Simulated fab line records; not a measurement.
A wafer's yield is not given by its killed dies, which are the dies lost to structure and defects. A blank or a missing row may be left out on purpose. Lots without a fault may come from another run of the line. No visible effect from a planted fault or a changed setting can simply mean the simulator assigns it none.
A struck lot beside a sound one	flow n5 finfet	13 out of 1938 route steps
Sound: wafers L299.2, L299.3, L299.5. Wafers struck: L315.2, L315.4, L315.5. The cause is given at the end.
For every step that has rows: the tool of each side, followed by ch and its chambers, followed by its first start. Under that, the readings that differ: sound wafers	struck wafers	difference of the means	sigmas: that difference in standard deviations of wafers without a fault.
alike: readings with means less than 2 such deviations apart, plus words and numbers identical on both sides. not compared: withheld readings, readings lacking a value on some wafer, bounds such as >300 that could conceal the same value, and numbers that have no deviation in the record and whose values overlap.
Wherever a step has rows on one side only, a row that says differs or no value, or a row with sigmas, the two part there. Numbers that have no deviation but don't overlap get no sigmas and don't part them. Lack of a reading on every wafer of one side parts them only where that side has two or more wafers.

first, 3 steps without rows for these wafers: N5_BEOL_M6_EXPOSE_25 (exposes mask V5, target cd 40 nm); N5_BEOL_M6_PEB_26 (peb time 60 s); N5_BEOL_M6_DEVELOP_27 (develop time 30 s).
N5_BEOL_M6_CD_MEAS_28: the cd target is 40 nm.
  sound on cd sem-03 ch 0, day 9 12:50; struck on cd sem-01 ch 0, day 13 21:05
  alike: cd nm
N5_BEOL_M6_OVL_MEAS_29:
  sound on overlay-02 ch 0, day 9 12:52; struck on overlay-01 ch 0, day 13 21:07
  alike: V5_OVL
N5_BEOL_M6_DESCUM_33: chemistry O2, time 7 s.
  sound on rie diel-06 ch 0,3, day 9 13:10; struck on rie diel-05 ch 1,2, day 13 21:13
  alike: drypump motor current A, oes product au, rf vpp V, showerhead plenum p Torr, throttle valve pct
  not compared: rf hours counter h
N5_BEOL_M6_ETCH_72: etches underlayer in N2/H2, target depth 6.5 nm, time 5.2 s.
  sound on rie diel-06 ch 0,3, day 9 13:12; struck on rie diel-05 ch 1,2, day 13 21:14
  alike: drypump motor current A, etch rf on time s, h2 flow sccm, oes product au, rf vpp V, showerhead plenum p Torr, throttle valve pct
  not compared: rf hours counter h
N5_BEOL_M6_ETCH_65: etches SiARC in CF4, target depth 15.6 nm, time 26 s.
  sound on rie diel-06 ch 0,3, day 9 13:13; struck on rie diel-05 ch 1,2, day 13 21:16
reading	sound	struck	difference	sigmas
etch rf on time s (s)	26.8 26.5 27.4	25.2 25.4 25.5	-1.5	-2
  alike: drypump motor current A, oes product au, rf vpp V, showerhead plenum p Torr, throttle valve pct
  not compared: rf hours counter h
N5_BEOL_M6_ETCH_66: etches SOC in N2/H2, target depth 80 nm, overetch 16 nm, time 120 s.
  sound on rie diel-06 ch 0,3, day 9 13:15; struck on rie diel-05 ch 1,2, day 13 21:17
  alike: drypump motor current A, h2 flow sccm, oes product au, rf vpp V, showerhead plenum p Torr, throttle valve pct
  not compared: rf hours counter h
then, 2 steps without rows for these wafers: N5_BEOL_M6_STRIP_69 (strips in N2/H2); N5_BEOL_M6_STRIP_73 (strips in N2/H2).
N5_BEOL_M6_VIA_ETCH_34: etches SiCOH lowk in C4F6/O2, target depth 126.3 nm, time 50.9 s.
  sound on rie diel-06 ch 0,3, day 9 13:21; struck on rie diel-05 ch 1,2, day 13 21:23
reading	sound	struck	difference	sigmas
oes product au (a.u.)	0.72 0.74 0.71	0.51 0.50 0.56	-0.20	-3
model.etch.depth nm (nm)	124.7 124.8 123.7	68.5 68.44 67.63	-56.2	
model.SOC_of_BEOL_M6_COAT_63.thk nm (nm)	54.2 54.4 54.2	57 57 57	+3	
  alike: drypump motor current A, rf vpp V, showerhead plenum p Torr, throttle valve pct
  not compared: rf hours counter h
then, 1 step without rows for these wafers: N5_BEOL_M6_STRIP_76 (strips in C4F6/O2).

== WHERE THEY PART ==
Earliest at N5_BEOL_M6_ETCH_65; latest, in this record, at N5_BEOL_M6_VIA_ETCH_34.

WHY: what had been put in by the simulator
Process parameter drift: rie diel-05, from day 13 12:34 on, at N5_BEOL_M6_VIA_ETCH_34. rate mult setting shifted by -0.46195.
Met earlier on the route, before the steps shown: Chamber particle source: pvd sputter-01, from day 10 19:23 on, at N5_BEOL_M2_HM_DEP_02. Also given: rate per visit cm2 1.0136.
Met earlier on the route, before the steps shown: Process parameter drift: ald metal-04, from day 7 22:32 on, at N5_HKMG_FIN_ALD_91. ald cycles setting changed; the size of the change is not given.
